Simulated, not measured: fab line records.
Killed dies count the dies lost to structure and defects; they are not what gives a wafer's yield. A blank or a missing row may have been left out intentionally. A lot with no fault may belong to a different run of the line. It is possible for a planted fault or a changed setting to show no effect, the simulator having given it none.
fab line records :: flow n5_finfet
[record]
  lots = 6
  wafers = 18
  last_day = 19
route steps=1938 shown BEOL_M15@1790
lots with no fault: from the same line, run without faults
start_h: hours from the record's first day to the start of the lot's first wafer shown :: wait_h: hours since the lot's step before :: " the same as in the row above :: L1.1+2: a single row standing in for several wafers :: - value missing, or start not given :: * or withheld: withheld :: < > ~ a bound
route shown NAME@n: a module of which the file shows steps, and the number in the route of the first :: usual: average and standard deviation across the fault-free wafers :: same: alike in all rows :: chamber/n: place in a boat :: sites: per-site readings :: _std_site: the standard deviation of these :: _edge_site: inner sites' mean taken away from outer sites' mean :: radius_mm: how far each site lies from the wafer's centre :: mask NAME#n: copy n :: behind: the last tool/chamber to shape the wafer :: hold: the reason the lot was held/the length of the hold in hours/how it ended :: device: whichever transistor did not switch (one of n, p or np) :: end of line: the same wafers' tests at the end of the route :: a step given without rows: its recipe and nothing more :: killed: dies that structure and defects cost at the first sort, which is not the same as the wafer's yield :: map: a wafer's dies, x killed, . not, _ none there
set.NAME: the setting that was run; set.NAME@STEP: the one run at that earlier step :: model.NAME: the simulator's own value behind a step, which no gauge read
certain route steps with their lots: each step a table, each wafer a row
services: the hour from which a tool's chamber was out of use, counted from the record's first day as start_h (under 0 if before that day), plus the number of hours and why
[[steps]]
[step N5_BEOL_M15_STRIP_64]
[recipe]
  chemistry = O2
  power_w = 600
  temp_c = 60
  pressure_mtorr = 30
  rf_frequency_hz = 6e+07
  bias_power_w = 0
  overash_fraction = 0.3
  o2_flow_sccm = 225
[usual]
  drypump_motor_current_A = 5.6/0.51
  oes_product_au = 0.78/0.075
  rf_vpp_V = 3.6/0.5
  showerhead_plenum_p_Torr = 2.11/0.052
  throttle_valve_pct = 16.72/0.23
lot.wafer: L578.3
tool: rie_diel-04
chamber: 2
start_h: -
wait_h: -
drypump_motor_current_A: 5.0
oes_product_au: 0.82
rf_hours_counter_h: 95
rf_vpp_V: 4.6
showerhead_plenum_p_Torr: 2.03
throttle_valve_pct: 16.78

lot.wafer: L578.4
tool: rie_diel-04
chamber: 0
start_h: -
wait_h: -
drypump_motor_current_A: 5.1
oes_product_au: 0.77
rf_hours_counter_h: 115
rf_vpp_V: 4.0
showerhead_plenum_p_Torr: 2.10
throttle_valve_pct: 16.62

lot.wafer: L578.6
tool: rie_diel-04
chamber: 1
start_h: -
wait_h: -
drypump_motor_current_A: 6.1
oes_product_au: 0.72
rf_hours_counter_h: -
rf_vpp_V: 3.3
showerhead_plenum_p_Torr: 2.19
throttle_valve_pct: 16.73

lot.wafer: L582.1
tool: rie_diel-06
chamber: 2
start_h: -
wait_h: -
drypump_motor_current_A: 5.8
oes_product_au: 0.73
rf_hours_counter_h: 189
rf_vpp_V: 3.5
showerhead_plenum_p_Torr: 2.10
throttle_valve_pct: 17.07

lot.wafer: L582.4
tool: rie_diel-06
chamber: 3
start_h: -
wait_h: -
drypump_motor_current_A: 6.2
oes_product_au: 0.89
rf_hours_counter_h: 31
rf_vpp_V: 4.1
showerhead_plenum_p_Torr: 2.04
throttle_valve_pct: 16.44

lot.wafer: L582.5
tool: rie_diel-06
chamber: 2
start_h: -
wait_h: -
drypump_motor_current_A: 5.8
oes_product_au: 0.73
rf_hours_counter_h: -
rf_vpp_V: 3.0
showerhead_plenum_p_Torr: 2.10
throttle_valve_pct: 17.07

lot.wafer: L581.2
tool: rie_diel-06
chamber: 2
start_h: -
wait_h: -
drypump_motor_current_A: 5.8
oes_product_au: 0.73
rf_hours_counter_h: 189
rf_vpp_V: 3.7
showerhead_plenum_p_Torr: 2.10
throttle_valve_pct: 17.08

lot.wafer: L581.4
tool: rie_diel-06
chamber: 1
start_h: -
wait_h: -
drypump_motor_current_A: 5.5
oes_product_au: 0.73
rf_hours_counter_h: 202
rf_vpp_V: 2.9
showerhead_plenum_p_Torr: 2.17
throttle_valve_pct: 16.95

lot.wafer: L581.5
tool: rie_diel-06
chamber: 3
start_h: -
wait_h: -
drypump_motor_current_A: 6.3
oes_product_au: 0.89
rf_hours_counter_h: -
rf_vpp_V: 3.1
showerhead_plenum_p_Torr: 2.04
throttle_valve_pct: 16.45

lot.wafer: L593.3
tool: rie_diel-04
chamber: 1
start_h: -
wait_h: -
drypump_motor_current_A: 6.1
oes_product_au: 0.70
rf_hours_counter_h: 221
rf_vpp_V: 4.3
showerhead_plenum_p_Torr: 2.18
throttle_valve_pct: 16.79

lot.wafer: L593.4
tool: rie_diel-04
chamber: 0
start_h: -
wait_h: -
drypump_motor_current_A: 5.1
oes_product_au: 0.74
rf_hours_counter_h: 145
rf_vpp_V: 4.0
showerhead_plenum_p_Torr: 2.09
throttle_valve_pct: 16.67

lot.wafer: L593.6
tool: rie_diel-04
chamber: 1
start_h: -
wait_h: -
drypump_motor_current_A: 6.2
oes_product_au: 0.70
rf_hours_counter_h: -
rf_vpp_V: 3.7
showerhead_plenum_p_Torr: 2.18
throttle_valve_pct: 16.80

lot.wafer: L595.3
tool: rie_diel-02
chamber: 2
start_h: -
wait_h: -
drypump_motor_current_A: 6.4
oes_product_au: 0.84
rf_hours_counter_h: 63
rf_vpp_V: 3.7
showerhead_plenum_p_Torr: 2.14
throttle_valve_pct: 16.68

lot.wafer: L595.4
tool: rie_diel-02
chamber: 0
start_h: -
wait_h: -
drypump_motor_current_A: 5.3
oes_product_au: 0.97
rf_hours_counter_h: 3
rf_vpp_V: 3.0
showerhead_plenum_p_Torr: 2.06
throttle_valve_pct: 16.51

lot.wafer: L595.5
tool: rie_diel-02
chamber: 2
start_h: -
wait_h: -
drypump_motor_current_A: 6.4
oes_product_au: 0.85
rf_hours_counter_h: -
rf_vpp_V: 3.3
showerhead_plenum_p_Torr: 2.14
throttle_valve_pct: 16.68

lot.wafer: L598.1
tool: rie_diel-04
chamber: 1
start_h: -
wait_h: -
drypump_motor_current_A: 6.2
oes_product_au: 0.68
rf_hours_counter_h: 242
rf_vpp_V: 4.6
showerhead_plenum_p_Torr: 2.17
throttle_valve_pct: 16.81

lot.wafer: L598.4
tool: rie_diel-04
chamber: 3
start_h: -
wait_h: -
drypump_motor_current_A: 5.3
oes_product_au: 0.78
rf_hours_counter_h: 119
rf_vpp_V: 4.0
showerhead_plenum_p_Torr: 2.13
throttle_valve_pct: 16.81

lot.wafer: L598.5
tool: rie_diel-04
chamber: 2
start_h: -
wait_h: -
drypump_motor_current_A: 5.0
oes_product_au: 0.77
rf_hours_counter_h: -
rf_vpp_V: 3.5
showerhead_plenum_p_Torr: 2.01
throttle_valve_pct: 16.88
[step N5_BEOL_M15_STRIP_65]
[recipe]
  chemistry = post_etch_residue_remover
  time_s = 60
  temp_c = 25
  remover_ph = withheld
  remover_water_wt_pct = withheld
  remover_fluoride_wt_pct = withheld
[step N5_BEOL_M15_SRD_66]
[recipe]
  time_s = 30
  temp_c = 23
  rinse_liquid = diw
  dry = n2_spin
  spin_rpm = 1500
  dry_time_s = 30
[step N5_BEOL_M15_CD_MEAS_17]
[recipe]
  target_cd_nm = 360
  polarity = opening
[usual]
  cd_nm = 361.3/2.3
lot.wafer: L578.3
tool: cd_sem-01
chamber: -
start_h: 252.40
wait_h: 0.0
cd_nm: 359.9

lot.wafer: L578.4
tool: cd_sem-01
chamber: -
start_h: 252.40
wait_h: 0.0
cd_nm: 357.5

lot.wafer: L578.6
tool: cd_sem-01
chamber: -
start_h: 252.40
wait_h: 0.0
cd_nm: 358.7

lot.wafer: L582.1
tool: cd_sem-01
chamber: -
start_h: 268.48
wait_h: 0.0
cd_nm: 363.1

lot.wafer: L582.4
tool: cd_sem-01
chamber: -
start_h: 268.48
wait_h: 0.0
cd_nm: 364.0

lot.wafer: L582.5
tool: cd_sem-01
chamber: -
start_h: 268.48
wait_h: 0.0
cd_nm: 364.2

lot.wafer: L581.2
tool: cd_sem-02
chamber: -
start_h: 268.93
wait_h: 0.0
cd_nm: 359.8

lot.wafer: L581.4
tool: cd_sem-02
chamber: -
start_h: 268.93
wait_h: 0.0
cd_nm: 361.3

lot.wafer: L581.5
tool: cd_sem-02
chamber: -
start_h: 268.93
wait_h: 0.0
cd_nm: 363.1

lot.wafer: L593.3
tool: cd_sem-01
chamber: -
start_h: 369.23
wait_h: 0.0
cd_nm: 360.6

lot.wafer: L593.4
tool: cd_sem-01
chamber: -
start_h: 369.23
wait_h: 0.0
cd_nm: 361.8

lot.wafer: L593.6
tool: cd_sem-01
chamber: -
start_h: 369.23
wait_h: 0.0
cd_nm: 361.6

lot.wafer: L595.3
tool: cd_sem-01
chamber: -
start_h: 382.32
wait_h: 0.0
cd_nm: 361.0

lot.wafer: L595.4
tool: cd_sem-01
chamber: -
start_h: 382.32
wait_h: 0.0
cd_nm: 359.3

lot.wafer: L595.5
tool: cd_sem-01
chamber: -
start_h: 382.32
wait_h: 0.0
cd_nm: 361.8

lot.wafer: L598.1
tool: cd_sem-01
chamber: -
start_h: 445.79
wait_h: 0.0
cd_nm: 359.8

lot.wafer: L598.4
tool: cd_sem-01
chamber: -
start_h: 445.79
wait_h: 0.0
cd_nm: 361.2

lot.wafer: L598.5
tool: cd_sem-01
chamber: -
start_h: 445.79
wait_h: 0.0
cd_nm: 362.1
[step N5_BEOL_M15_COAT_56]
[recipe]
  resist = SOC
  temp_c = 250
  time_s = 60
  spin_rpm = 1500
  resist_thk_nm = 550
[step N5_BEOL_M15_ETCH_57]
[recipe]
  chemistry = N2/H2
  target = SOC
  source_w = 3000
  bias_w = 350
  time_s = 750
  ion_energy_ev = 200
  pressure_mtorr = 30
  n2_flow_sccm = 200
  h2_flow_sccm = 200
[usual]
  drypump_motor_current_A = 5.6/0.51
  oes_product_au = 0.79/0.08
  rf_fwd_power_W = 2997/9.3
  rf_vpp_V = 523.8/1.7
  showerhead_plenum_p_Torr = 2.55/0.059
  throttle_valve_pct = 17.83/0.23
lot.wafer: L578.3
tool: rie_diel-04
chamber: 1
start_h: 252.50
wait_h: -
drypump_motor_current_A: 6.2
oes_product_au: 0.74
rf_fwd_power_W: 3008
rf_hours_counter_h: 190
rf_vpp_V: 526.9
showerhead_plenum_p_Torr: 2.64
throttle_valve_pct: 17.81

lot.wafer: L578.4
tool: rie_diel-04
chamber: 2
start_h: 252.50
wait_h: -
drypump_motor_current_A: 5.0
oes_product_au: 0.83
rf_fwd_power_W: 2996
rf_hours_counter_h: 95
rf_vpp_V: 520.3
showerhead_plenum_p_Torr: 2.45
throttle_valve_pct: 17.85

lot.wafer: L578.6
tool: rie_diel-04
chamber: 3
start_h: 252.50
wait_h: -
drypump_motor_current_A: 5.3
oes_product_au: 0.81
rf_fwd_power_W: 3001
rf_hours_counter_h: -
rf_vpp_V: 524.3
showerhead_plenum_p_Torr: 2.57
throttle_valve_pct: 17.69

lot.wafer: L582.1
tool: rie_diel-02
chamber: 3
start_h: 268.99
wait_h: -
drypump_motor_current_A: 5.0
oes_product_au: 0.73
rf_fwd_power_W: 2998
rf_hours_counter_h: 196
rf_vpp_V: 526.1
showerhead_plenum_p_Torr: 2.65
throttle_valve_pct: 17.79

lot.wafer: L582.4
tool: rie_diel-02
chamber: 1
start_h: 268.99
wait_h: -
drypump_motor_current_A: 5.7
oes_product_au: 0.77
rf_fwd_power_W: 2998
rf_hours_counter_h: 168
rf_vpp_V: 524.2
showerhead_plenum_p_Torr: 2.54
throttle_valve_pct: 17.88

lot.wafer: L582.5
tool: rie_diel-02
chamber: 2
start_h: 268.99
wait_h: -
drypump_motor_current_A: 6.3
oes_product_au: 0.90
rf_fwd_power_W: 3011
rf_hours_counter_h: -
rf_vpp_V: 526.6
showerhead_plenum_p_Torr: 2.59
throttle_valve_pct: 17.67

lot.wafer: L581.2
tool: rie_diel-06
chamber: 3
start_h: 269.21
wait_h: -
drypump_motor_current_A: 6.3
oes_product_au: 0.89
rf_fwd_power_W: 3001
rf_hours_counter_h: 32
rf_vpp_V: 523.0
showerhead_plenum_p_Torr: 2.50
throttle_valve_pct: 17.78

lot.wafer: L581.4
tool: rie_diel-06
chamber: 1
start_h: 269.21
wait_h: -
drypump_motor_current_A: 5.5
oes_product_au: 0.74
rf_fwd_power_W: 2994
rf_hours_counter_h: 202
rf_vpp_V: 525.8
showerhead_plenum_p_Torr: 2.62
throttle_valve_pct: 18.01

lot.wafer: L581.5
tool: rie_diel-06
chamber: 0
start_h: 269.21
wait_h: -
drypump_motor_current_A: 4.9
oes_product_au: 0.94
rf_fwd_power_W: 2984
rf_hours_counter_h: -
rf_vpp_V: 523.0
showerhead_plenum_p_Torr: 2.51
throttle_valve_pct: 17.22

lot.wafer: L593.3
tool: rie_diel-02
chamber: 3
start_h: 369.33
wait_h: -
drypump_motor_current_A: 5.0
oes_product_au: 0.71
rf_fwd_power_W: 3004
rf_hours_counter_h: 221
rf_vpp_V: 527.1
showerhead_plenum_p_Torr: 2.64
throttle_valve_pct: 17.81

lot.wafer: L593.4
tool: rie_diel-02
chamber: 0
start_h: 369.33
wait_h: -
drypump_motor_current_A: 5.3
oes_product_au: 1.00
rf_fwd_power_W: 3011
rf_hours_counter_h: 1
rf_vpp_V: 521.8
showerhead_plenum_p_Torr: 2.51
throttle_valve_pct: 17.79

lot.wafer: L593.6
tool: rie_diel-02
chamber: 1
start_h: 369.33
wait_h: -
drypump_motor_current_A: 5.7
oes_product_au: 0.75
rf_fwd_power_W: 2984
rf_hours_counter_h: -
rf_vpp_V: 523.1
showerhead_plenum_p_Torr: 2.53
throttle_valve_pct: 17.91

lot.wafer: L595.3
tool: rie_diel-02
chamber: 2
start_h: 382.42
wait_h: -
drypump_motor_current_A: 6.4
oes_product_au: 0.86
rf_fwd_power_W: 3004
rf_hours_counter_h: 63
rf_vpp_V: 526.1
showerhead_plenum_p_Torr: 2.58
throttle_valve_pct: 17.73

lot.wafer: L595.4
tool: rie_diel-02
chamber: 1
start_h: 382.42
wait_h: -
drypump_motor_current_A: 5.7
oes_product_au: 0.76
rf_fwd_power_W: 3011
rf_hours_counter_h: 195
rf_vpp_V: 523.1
showerhead_plenum_p_Torr: 2.53
throttle_valve_pct: 17.91

lot.wafer: L595.5
tool: rie_diel-02
chamber: 0
start_h: 382.42
wait_h: -
drypump_motor_current_A: 5.3
oes_product_au: 0.99
rf_fwd_power_W: 3008
rf_hours_counter_h: -
rf_vpp_V: 522.7
showerhead_plenum_p_Torr: 2.50
throttle_valve_pct: 17.79

lot.wafer: L598.1
tool: rie_diel-02
chamber: 0
start_h: 445.89
wait_h: -
drypump_motor_current_A: 5.3
oes_product_au: 0.91
rf_fwd_power_W: 2991
rf_hours_counter_h: 24
rf_vpp_V: 522.3
showerhead_plenum_p_Torr: 2.49
throttle_valve_pct: 17.82

lot.wafer: L598.4
tool: rie_diel-02
chamber: 1
start_h: 445.89
wait_h: -
drypump_motor_current_A: 5.7
oes_product_au: 0.72
rf_fwd_power_W: 2997
rf_hours_counter_h: -
rf_vpp_V: 523.3
showerhead_plenum_p_Torr: 2.52
throttle_valve_pct: 17.95

lot.wafer: L598.5
tool: rie_diel-02
chamber: 0
start_h: 445.89
wait_h: -
drypump_motor_current_A: 5.3
oes_product_au: 0.91
rf_fwd_power_W: 2982
rf_hours_counter_h: -
rf_vpp_V: 522.7
showerhead_plenum_p_Torr: 2.50
throttle_valve_pct: 17.82
[step N5_BEOL_M15_COAT_60]
[recipe]
  resist = BARC
  temp_c = 205
  time_s = 60
  spin_rpm = 1500
  resist_thk_nm = 89
[step N5_BEOL_M15_COAT_22]
[recipe]
  spin_rpm = 1704
  resist_thk_nm = 800
[step N5_BEOL_M15_EBR_24]
[recipe]
  solvent = PGMEA
  ebr_width_mm = 1.5
[step N5_BEOL_M15_SOFTBAKE_23]
[recipe]
  temp_c = 130
  time_s = 60
[step N5_BEOL_M15_EXPOSE_25]
[recipe]
  mask_id = M15
  na = 0.8
  source_shape = annular
  sigma_inner = 0.5
  sigma_outer = 0.8
  polarization = unpolarized
  target_cd_nm = 400
  dose_mj = 35.5
[step N5_BEOL_M15_PEB_26]
[recipe]
  peb_temp_c = 130
  peb_time_s = 90
[step N5_BEOL_M15_DEVELOP_27]
[recipe]
  develop_time_s = 45
  rinse_liquid = diw
  dry = air_spin
  dev_temp_c = 21
[usual]
  chill_plate_temp_C = 22.98/0.1
  develop_time_s = 45/0
  exhaust_pa = 45.0/0.94
  resist_line_temp_C = 23.00/0.11
lot.wafer: L578.3
tool: litho_track-01
chamber: 0
start_h: 253.29
wait_h: -
chill_plate_temp_C: 23.09
develop_time_s: 45
exhaust_pa: 45.0
resist_line_temp_C: 22.84
model.coat_of_BEOL_M15_COAT_22.thk_nm: 780.4

lot.wafer: L578.4
tool: litho_track-01
chamber: 0
start_h: 253.29
wait_h: -
chill_plate_temp_C: 23.25
develop_time_s: 45
exhaust_pa: 45.5
resist_line_temp_C: 22.86
model.coat_of_BEOL_M15_COAT_22.thk_nm: 783.2

lot.wafer: L578.6
tool: litho_track-01
chamber: 0
start_h: 253.29
wait_h: -
chill_plate_temp_C: 22.98
develop_time_s: 45
exhaust_pa: 46.4
resist_line_temp_C: 22.90
model.coat_of_BEOL_M15_COAT_22.thk_nm: 781.6

lot.wafer: L582.1
tool: litho_track-03
chamber: -
start_h: 269.78
wait_h: -
chill_plate_temp_C: -
develop_time_s: -
exhaust_pa: -
resist_line_temp_C: -
model.coat_of_BEOL_M15_COAT_22.thk_nm: 800

lot.wafer: L582.4
tool: litho_track-03
chamber: -
start_h: 269.78
wait_h: -
chill_plate_temp_C: -
develop_time_s: -
exhaust_pa: -
resist_line_temp_C: -
model.coat_of_BEOL_M15_COAT_22.thk_nm: 796.4

lot.wafer: L582.5
tool: litho_track-03
chamber: -
start_h: 269.78
wait_h: -
chill_plate_temp_C: -
develop_time_s: -
exhaust_pa: -
resist_line_temp_C: -
model.coat_of_BEOL_M15_COAT_22.thk_nm: 797.8

lot.wafer: L581.2
tool: litho_track-03
chamber: -
start_h: 269.99
wait_h: -
chill_plate_temp_C: -
develop_time_s: -
exhaust_pa: -
resist_line_temp_C: -
model.coat_of_BEOL_M15_COAT_22.thk_nm: 796.6

lot.wafer: L581.4
tool: litho_track-03
chamber: -
start_h: 269.99
wait_h: -
chill_plate_temp_C: -
develop_time_s: -
exhaust_pa: -
resist_line_temp_C: -
model.coat_of_BEOL_M15_COAT_22.thk_nm: 797

lot.wafer: L581.5
tool: litho_track-03
chamber: -
start_h: 269.99
wait_h: -
chill_plate_temp_C: -
develop_time_s: -
exhaust_pa: -
resist_line_temp_C: -
model.coat_of_BEOL_M15_COAT_22.thk_nm: 796

lot.wafer: L593.3
tool: litho_track-03
chamber: 0
start_h: 370.12
wait_h: -
chill_plate_temp_C: 22.93
develop_time_s: 45
exhaust_pa: 45.6
resist_line_temp_C: 23.05
model.coat_of_BEOL_M15_COAT_22.thk_nm: 784.2

lot.wafer: L593.4
tool: litho_track-03
chamber: 0
start_h: 370.12
wait_h: -
chill_plate_temp_C: 22.98
develop_time_s: 45
exhaust_pa: 45.0
resist_line_temp_C: 22.88
model.coat_of_BEOL_M15_COAT_22.thk_nm: 784

lot.wafer: L593.6
tool: litho_track-03
chamber: 0
start_h: 370.12
wait_h: -
chill_plate_temp_C: 22.90
develop_time_s: 45
exhaust_pa: 45.9
resist_line_temp_C: 22.99
model.coat_of_BEOL_M15_COAT_22.thk_nm: 783.2

lot.wafer: L595.3
tool: litho_track-05
chamber: 0
start_h: 383.21
wait_h: -
chill_plate_temp_C: 23.07
develop_time_s: 45
exhaust_pa: 43.9
resist_line_temp_C: 23.07
model.coat_of_BEOL_M15_COAT_22.thk_nm: 785

lot.wafer: L595.4
tool: litho_track-05
chamber: 0
start_h: 383.21
wait_h: -
chill_plate_temp_C: 22.90
develop_time_s: 45
exhaust_pa: 45.5
resist_line_temp_C: 23.04
model.coat_of_BEOL_M15_COAT_22.thk_nm: 788.2

lot.wafer: L595.5
tool: litho_track-05
chamber: 0
start_h: 383.21
wait_h: -
chill_plate_temp_C: 23.20
develop_time_s: 45
exhaust_pa: 45.2
resist_line_temp_C: 23.02
model.coat_of_BEOL_M15_COAT_22.thk_nm: 786.8

lot.wafer: L598.1
tool: litho_track-01
chamber: 0
start_h: 446.55
wait_h: -
chill_plate_temp_C: 22.88
develop_time_s: 45
exhaust_pa: 44.9
resist_line_temp_C: 22.98
model.coat_of_BEOL_M15_COAT_22.thk_nm: 789.6

lot.wafer: L598.4
tool: litho_track-01
chamber: 0
start_h: 446.55
wait_h: -
chill_plate_temp_C: 22.78
develop_time_s: 45
exhaust_pa: 44.3
resist_line_temp_C: 22.97
model.coat_of_BEOL_M15_COAT_22.thk_nm: 787.2

lot.wafer: L598.5
tool: litho_track-01
chamber: 0
start_h: 446.55
wait_h: -
chill_plate_temp_C: 22.90
develop_time_s: 45
exhaust_pa: 45.1
resist_line_temp_C: 23.09
model.coat_of_BEOL_M15_COAT_22.thk_nm: 788.6
[step N5_BEOL_M15_HARDBAKE_32]
[recipe]
  temp_c = 130
  time_s = 120
[[services]]
tool: rie_diel-06
chamber: 3
start_h: 235.37
hours: 2.3
kind: repair

tool: rie_diel-06
chamber: 0
start_h: 244.91
hours: -
kind: clean

tool: rie_diel-06
chamber: 0
start_h: 244.91
hours: -
kind: consumable_replace:focus_ring

tool: rie_diel-06
chamber: 0
start_h: 244.91
hours: 17.9
kind: scheduled_down

tool: rie_diel-06
chamber: 0
start_h: 244.91
hours: 17.9
kind: vent_cycle

tool: litho_track-03
chamber: -
start_h: 246.69
hours: -
kind: consumable_replace:filter

tool: rie_diel-06
chamber: 1
start_h: 295.74
hours: 3.9
kind: repair

tool: rie_diel-06
chamber: 1
start_h: 303.97
hours: 8.4
kind: repair

tool: rie_diel-06
chamber: 0
start_h: 337.93
hours: 3.2
kind: repair

tool: rie_diel-04
chamber: 3
start_h: 342.35
hours: 3.4
kind: repair

tool: rie_diel-02
chamber: 0
start_h: 344.87
hours: -
kind: clean

tool: rie_diel-02
chamber: 0
start_h: 344.87
hours: -
kind: consumable_replace:focus_ring

tool: rie_diel-02
chamber: 0
start_h: 344.87
hours: 15.9
kind: scheduled_down

tool: rie_diel-02
chamber: 0
start_h: 344.87
hours: 15.9
kind: vent_cycle

tool: rie_diel-02
chamber: 3
start_h: 347.28
hours: 2.8
kind: repair

tool: rie_diel-04
chamber: 0
start_h: 359.94
hours: 1.7
kind: repair

tool: rie_diel-04
chamber: 3
start_h: 395.94
hours: 23.0
kind: repair

tool: rie_diel-04
chamber: -
start_h: 403.75
hours: 0.9
kind: repair

tool: rie_diel-04
chamber: 0
start_h: 409.11
hours: 3.8
kind: repair

tool: rie_diel-04
chamber: -
start_h: 413.19
hours: 2.8
kind: pm

tool: rie_diel-04
chamber: 2
start_h: 426.35
hours: 1.6
kind: repair

tool: rie_diel-06
chamber: -
start_h: 432.98
hours: 2.1
kind: repair

tool: rie_diel-02
chamber: 2
start_h: 440.36
hours: 18.8
kind: repair
[[key]]
[first_sign]
  step = N5_BEOL_M15_DEVELOP_27
  reading = tool_record
  direction = missing
effect none on later readings
[model_effect]
  step = N5_BEOL_M15_DEVELOP_27
  value = coat_of_BEOL_M15_COAT_22.thk_nm
  without = 783.1
  struck = 797.3
met_at N5_BEOL_M15_DEVELOP_27
struck_wafers L581.2,L581.4,L581.5,L582.1,L582.4,L582.5
later_rows_left_out L581.2,L581.4,L581.5,L582.1,L582.4,L582.5
sort_left_out L581.2,L581.4,L581.5,L582.1,L582.4,L582.5
[fault]
  kind = skipped_step_whole
  tool = litho_track-03
  chamber = -
  onset_h = 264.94
  steps = N5_BEOL_M15_DEVELOP_27
  scope = struck_lots_only
// sort_left_out: the simulated sort isn't trusted on such a fault, so these wafers' sort isn't shown, and their yield isn't known
// later_rows_left_out: the simulator's readings of these wafers behind a module that went badly wrong aren't trusted and aren't shown, but for the sort
